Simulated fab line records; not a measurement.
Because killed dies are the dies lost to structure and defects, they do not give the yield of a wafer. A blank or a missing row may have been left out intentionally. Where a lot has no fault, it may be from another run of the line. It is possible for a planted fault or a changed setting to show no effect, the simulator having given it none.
Chamber matching || flow n5Finfet || N5_BEOL_M8_ETCH_66 on rieDiel-02 has 4 sister chambers
The step etches SOC in N2/H2, target depth 80 nm, overetch 16 nm, time 120 s. 18 wafers are shown with their chamber, then 9 later ones without.

WAFERS PAIRED WITH THEIR CHAMBERS
{"wafer": "L076.3", "chamber": 1, "drypumpMotorCurrentA (A)": 5.0, "showerheadPlenumPTorr (Torr)": 2.58, "throttleValvePct (%)": 17.45}
{"wafer": "L076.4", "chamber": 2, "drypumpMotorCurrentA (A)": 5.9, "showerheadPlenumPTorr (Torr)": 2.64, "throttleValvePct (%)": 18.03}
{"wafer": "L076.6", "chamber": 3, "drypumpMotorCurrentA (A)": 5.4, "showerheadPlenumPTorr (Torr)": 2.57, "throttleValvePct (%)": 17.61}
{"wafer": "L078.1", "chamber": 2, "drypumpMotorCurrentA (A)": 5.9, "showerheadPlenumPTorr (Torr)": 2.64, "throttleValvePct (%)": 18.03}
{"wafer": "L078.2", "chamber": 0, "drypumpMotorCurrentA (A)": 5.7, "showerheadPlenumPTorr (Torr)": 2.43, "throttleValvePct (%)": 18.12}
{"wafer": "L078.3", "chamber": 3, "drypumpMotorCurrentA (A)": 5.4, "showerheadPlenumPTorr (Torr)": 2.56, "throttleValvePct (%)": 17.61}
{"wafer": "L078.4", "chamber": 1, "drypumpMotorCurrentA (A)": 5.0, "showerheadPlenumPTorr (Torr)": 2.58, "throttleValvePct (%)": 17.46}
{"wafer": "L078.5", "chamber": 2, "drypumpMotorCurrentA (A)": 5.9, "showerheadPlenumPTorr (Torr)": 2.64, "throttleValvePct (%)": 18.04}
{"wafer": "L078.6", "chamber": 3, "drypumpMotorCurrentA (A)": 5.4, "showerheadPlenumPTorr (Torr)": 2.56, "throttleValvePct (%)": 17.60}
{"wafer": "L080.1", "chamber": 1, "drypumpMotorCurrentA (A)": 5.0, "showerheadPlenumPTorr (Torr)": 2.58, "throttleValvePct (%)": 17.48}
{"wafer": "L080.2", "chamber": 0, "drypumpMotorCurrentA (A)": 5.7, "showerheadPlenumPTorr (Torr)": 2.43, "throttleValvePct (%)": 18.13}
{"wafer": "L080.3", "chamber": 3, "drypumpMotorCurrentA (A)": 5.4, "showerheadPlenumPTorr (Torr)": 2.56, "throttleValvePct (%)": 17.59}
{"wafer": "L080.4", "chamber": 2, "drypumpMotorCurrentA (A)": 5.9, "showerheadPlenumPTorr (Torr)": 2.63, "throttleValvePct (%)": 18.04}
{"wafer": "L080.5", "chamber": 1, "drypumpMotorCurrentA (A)": 4.9, "showerheadPlenumPTorr (Torr)": 2.58, "throttleValvePct (%)": 17.48}
{"wafer": "L080.6", "chamber": 0, "drypumpMotorCurrentA (A)": 5.7, "showerheadPlenumPTorr (Torr)": 2.43, "throttleValvePct (%)": 18.12}
{"wafer": "L083.1", "chamber": 2, "drypumpMotorCurrentA (A)": 5.9, "showerheadPlenumPTorr (Torr)": 2.63, "throttleValvePct (%)": 18.05}
{"wafer": "L083.2", "chamber": 3, "drypumpMotorCurrentA (A)": 5.4, "showerheadPlenumPTorr (Torr)": 2.56, "throttleValvePct (%)": 17.62}
{"wafer": "L083.5", "chamber": 1, "drypumpMotorCurrentA (A)": 5.0, "showerheadPlenumPTorr (Torr)": 2.58, "throttleValvePct (%)": 17.50}

SIGNATURES, as means of the wafers listed above
{"reading": "drypumpMotorCurrentA", "chamber 0": 5.700, "chamber 1": 4.980, "chamber 2": 5.900, "chamber 3": 5.400, "scatter within a chamber": 0.0239}
{"reading": "showerheadPlenumPTorr", "chamber 0": 2.4300, "chamber 1": 2.5800, "chamber 2": 2.6360, "chamber 3": 2.5620, "scatter within a chamber": 0.00378}
{"reading": "throttleValvePct", "chamber 0": 18.1233, "chamber 1": 17.4740, "chamber 2": 18.0380, "chamber 3": 17.6060, "scatter within a chamber": 0.0131}
Rule: a wafer's distance from a chamber is the root of the sum, over the readings, of the square of ((its reading less the chamber's mean) divided by the reading's scatter). If the next closest chamber is less than 2 further off than the closest, the wafer can't be placed; otherwise it belongs to the closest. The scatter: the root of (the sum of the squares of (reading less its chamber's mean) over the shown wafers, divided by (wafers less chambers)).

WAFERS MISSING THEIR CHAMBER
{"wafer": "L090.2", "drypumpMotorCurrentA (A)": 5.4, "showerheadPlenumPTorr (Torr)": 2.56, "throttleValvePct (%)": 17.64}
{"wafer": "L090.3", "drypumpMotorCurrentA (A)": 5.0, "showerheadPlenumPTorr (Torr)": 2.57, "throttleValvePct (%)": 17.51}
{"wafer": "L090.4", "drypumpMotorCurrentA (A)": 5.6, "showerheadPlenumPTorr (Torr)": 2.42, "throttleValvePct (%)": 18.16}
{"wafer": "L092.2", "drypumpMotorCurrentA (A)": 5.0, "showerheadPlenumPTorr (Torr)": 2.57, "throttleValvePct (%)": 17.52}
{"wafer": "L092.5", "drypumpMotorCurrentA (A)": 5.7, "showerheadPlenumPTorr (Torr)": 2.42, "throttleValvePct (%)": 18.17}
{"wafer": "L092.6", "drypumpMotorCurrentA (A)": 4.9, "showerheadPlenumPTorr (Torr)": 2.57, "throttleValvePct (%)": 17.53}
{"wafer": "L095.2", "drypumpMotorCurrentA (A)": 5.6, "showerheadPlenumPTorr (Torr)": 2.42, "throttleValvePct (%)": 18.19}
{"wafer": "L095.4", "drypumpMotorCurrentA (A)": 4.9, "showerheadPlenumPTorr (Torr)": 2.56, "throttleValvePct (%)": 17.54}
{"wafer": "L095.5", "drypumpMotorCurrentA (A)": 5.4, "showerheadPlenumPTorr (Torr)": 2.55, "throttleValvePct (%)": 17.65}

WHICH CHAMBER EACH ONE RAN IN
{"wafer": "L090.2", "from the rows above": 3, "in truth": 3}
{"wafer": "L090.3", "from the rows above": 1, "in truth": 1}
{"wafer": "L090.4", "from the rows above": 0, "in truth": 0}
{"wafer": "L092.2", "from the rows above": 1, "in truth": 1}
{"wafer": "L092.5", "from the rows above": 0, "in truth": 0}
{"wafer": "L092.6", "from the rows above": 1, "in truth": 1}
{"wafer": "L095.2", "from the rows above": 0, "in truth": 0}
{"wafer": "L095.4", "from the rows above": 1, "in truth": 1}
{"wafer": "L095.5", "from the rows above": 3, "in truth": 3}
Correct placement for 9 of the 9. Number that these rows cannot place: 0. Placed wrongly: 0.
